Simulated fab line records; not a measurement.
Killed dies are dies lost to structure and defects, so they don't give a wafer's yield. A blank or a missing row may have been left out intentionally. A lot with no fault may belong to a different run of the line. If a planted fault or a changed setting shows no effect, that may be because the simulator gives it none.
Which of the tools did it? :: flow nand_harc :: 30 wafers from 10 lots sampled at 3 of the route's 1302 steps

## WHAT EACH GAUGE READ, for each wafer
NHARC_A_CHANNEL_HOLE_D1_CD_MEAS_30.
lot: L318
measured: day 8 15:05
on: cd_sem-01
cd_nm (nm): 91.0 89.8 88.8

lot: L319
measured: day 9 13:10
on: cd_sem-01
cd_nm (nm): 88.8 89.4 89.5

lot: L327
measured: day 12 20:56
on: cd_sem-02
cd_nm (nm): 1.0 -0.1 -0.6

lot: L328
measured: day 13 09:06
on: cd_sem-02
cd_nm (nm): 1.2 2.1 -0.3

lot: L330
measured: day 13 13:20
on: cd_sem-01
cd_nm (nm): 90.8 90.0 89.5

lot: L336
measured: day 16 14:28
on: cd_sem-02
cd_nm (nm): 90.9 90.6 90.7

lot: L337
measured: day 16 19:30
on: cd_sem-03
cd_nm (nm): 91.0 90.1 92.3

lot: L338
measured: day 17 03:40
on: cd_sem-03
cd_nm (nm): 89.8 90.0 88.3

lot: L340
measured: day 18 04:42
on: cd_sem-02
cd_nm (nm): 88.8 87.8 89.3

lot: L341
measured: day 18 13:01
on: cd_sem-02
cd_nm (nm): 92.1 91.1 89.9

## WHAT TOOL EACH LOT RAN ON (gives the tool, then ch and the chambers of the sampled wafers, and finally the start)
lot: L318
NHARC_A_CHANNEL_HOLE_D1_ETCH_34: rie_diel-08 ch 1,2, day 8 10:11 or earlier
NHARC_A_CHANNEL_HOLE_D1_ETCH_21: har_etch-01 ch 0,1, day 8 10:11

lot: L319
NHARC_A_CHANNEL_HOLE_D1_ETCH_34: rie_diel-09 ch 1,2,3, day 9 08:05 or earlier
NHARC_A_CHANNEL_HOLE_D1_ETCH_21: har_etch-01 ch 0,1, day 9 08:05

lot: L327
NHARC_A_CHANNEL_HOLE_D1_ETCH_34: rie_diel-09 ch 0,2,3, day 12 15:49 or earlier
NHARC_A_CHANNEL_HOLE_D1_ETCH_21: har_etch-01 ch 0,1, day 12 15:49

lot: L328
NHARC_A_CHANNEL_HOLE_D1_ETCH_34: rie_diel-09 ch 0,1,2, day 13 04:00 or earlier
NHARC_A_CHANNEL_HOLE_D1_ETCH_21: har_etch-01 ch 0, day 13 04:00

lot: L330
NHARC_A_CHANNEL_HOLE_D1_ETCH_34: rie_diel-13 ch 2,3, day 13 08:14 or earlier
NHARC_A_CHANNEL_HOLE_D1_ETCH_21: har_etch-01 ch 0,1, day 13 08:14

lot: L336
NHARC_A_CHANNEL_HOLE_D1_ETCH_34: rie_diel-09 ch 0,1, day 16 09:04 or earlier
NHARC_A_CHANNEL_HOLE_D1_ETCH_21: har_etch-01 ch 0,1, day 16 09:04

lot: L337
NHARC_A_CHANNEL_HOLE_D1_ETCH_34: rie_diel-09 ch 0,1,2, day 16 14:15 or earlier
NHARC_A_CHANNEL_HOLE_D1_ETCH_21: har_etch-01 ch 0, day 16 14:15

lot: L338
NHARC_A_CHANNEL_HOLE_D1_ETCH_34: rie_diel-09 ch 2,3, day 16 22:40 or earlier
NHARC_A_CHANNEL_HOLE_D1_ETCH_21: har_etch-01 ch 0,1, day 16 22:40

lot: L340
NHARC_A_CHANNEL_HOLE_D1_ETCH_34: rie_diel-09 ch 0,1,3, day 17 18:28 or earlier
NHARC_A_CHANNEL_HOLE_D1_ETCH_21: har_etch-02 ch 0,1, day 17 18:28

lot: L341
NHARC_A_CHANNEL_HOLE_D1_ETCH_34: rie_diel-09 ch 2,3, day 18 08:02 or earlier
NHARC_A_CHANNEL_HOLE_D1_ETCH_21: har_etch-02 ch 0,1, day 18 08:02
- NHARC_A_CHANNEL_HOLE_D1_ETCH_34: etches the open film in CF4/CHF3, target depth 154 nm, time 77 s.
- NHARC_A_CHANNEL_HOLE_D1_ETCH_21: etches the open film in C4F8/O2/Ar, time 514.3 s, target depth 1600 nm.

## THE ANSWER, worked out from the rows above alone
Rule: the usual values come from the lots themselves. Put in order of their means at a reading, lots are off if they are a third of the lots or fewer, leave a main group of 4 or more, and stand apart from it by a gap of 3 or more times the standard deviation of the main group's means; of several such gaps the widest counts. A main group whose means are all the same, to the digits that the tables above print for the reading, isn't used. Also off: a lot with no number at a reading for which 4 or more lots have one. The other lots that the step has rows for count as sound.
Off: L327, L328, at NHARC_A_CHANNEL_HOLE_D1_CD_MEAS_30 (cd_nm). For the main group the mean is 90.0 nm and the standard deviation 0.85.
A tool fits if, at a process step before that reading, it ran every lot that is off, and no sound lot after the first of them. Gauges at NHARC_A_CHANNEL_HOLE_D1_CD_MEAS_30: tried the same way as those tools. Because NHARC_A_CHANNEL_HOLE_D1_ETCH_34 lacks a start for some lots, the hours and order of its lots are taken from NHARC_A_CHANNEL_HOLE_D1_ETCH_21. Not one of the candidates tried fits.

## WHAT HAD BEEN PUT IN BY THE SIMULATOR
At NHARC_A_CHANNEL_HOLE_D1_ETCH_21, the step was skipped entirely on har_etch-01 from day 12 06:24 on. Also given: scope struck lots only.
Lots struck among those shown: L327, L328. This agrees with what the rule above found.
